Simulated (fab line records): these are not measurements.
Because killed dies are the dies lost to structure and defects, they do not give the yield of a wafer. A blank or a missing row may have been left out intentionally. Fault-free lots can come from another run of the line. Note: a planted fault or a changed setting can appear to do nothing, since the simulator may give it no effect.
Chamber matching / flow nand_harc / NHARC_A_CONTACT_DESCUM_13 on rie_diel-12 has 4 sister chambers
The step chemistry O2, time 3 s. 4 wafers are shown with their chamber, then 12 later ones without.

## WAFERS PAIRED WITH THEIR CHAMBERS
wafer=L090.6; chamber=2; showerhead_plenum_p_Torr (Torr)=2.03
wafer=L092.1; chamber=1; showerhead_plenum_p_Torr (Torr)=1.86
wafer=L092.2; chamber=3; showerhead_plenum_p_Torr (Torr)=1.97
wafer=L092.4; chamber=0; showerhead_plenum_p_Torr (Torr)=1.76

## WAFERS MISSING THEIR CHAMBER
wafer=L094.1; showerhead_plenum_p_Torr (Torr)=1.86
wafer=L094.3; showerhead_plenum_p_Torr (Torr)=2.03
wafer=L094.4; showerhead_plenum_p_Torr (Torr)=1.97
wafer=L091.1; showerhead_plenum_p_Torr (Torr)=2.03
wafer=L091.5; showerhead_plenum_p_Torr (Torr)=1.76
wafer=L091.6; showerhead_plenum_p_Torr (Torr)=1.96
wafer=L095.1; showerhead_plenum_p_Torr (Torr)=1.76
wafer=L095.2; showerhead_plenum_p_Torr (Torr)=1.85
wafer=L095.3; showerhead_plenum_p_Torr (Torr)=2.03
wafer=L097.1; showerhead_plenum_p_Torr (Torr)=1.96
wafer=L097.3; showerhead_plenum_p_Torr (Torr)=2.03
wafer=L097.5; showerhead_plenum_p_Torr (Torr)=1.85

## WHICH CHAMBER EACH ONE RAN IN
wafer=L094.1; from the rows above=1; in truth=1
wafer=L094.3; from the rows above=2; in truth=2
wafer=L094.4; from the rows above=3; in truth=3
wafer=L091.1; from the rows above=2; in truth=2
wafer=L091.5; from the rows above=0; in truth=0
wafer=L091.6; from the rows above=3; in truth=3
wafer=L095.1; from the rows above=0; in truth=0
wafer=L095.2; from the rows above=1; in truth=1
wafer=L095.3; from the rows above=2; in truth=2
wafer=L097.1; from the rows above=3; in truth=3
wafer=L097.3; from the rows above=2; in truth=2
wafer=L097.5; from the rows above=1; in truth=1
12 of 12 placed correctly. Not placeable from these rows: 0. Number placed wrongly: 0.
How it was worked out, from the rows above alone: a wafer's distance from a chamber is the root of the sum, over the readings, of the square of ((its reading less the chamber's mean) divided by the reading's scatter). If the next closest chamber is less than 2 further off than the closest, the wafer can't be placed; otherwise it belongs to the closest. A chamber's mean is the mean of its shown wafers. The scatter: with one shown wafer a chamber, the root of the mean of the squares of how far each hidden wafer lies from its nearest shown one.
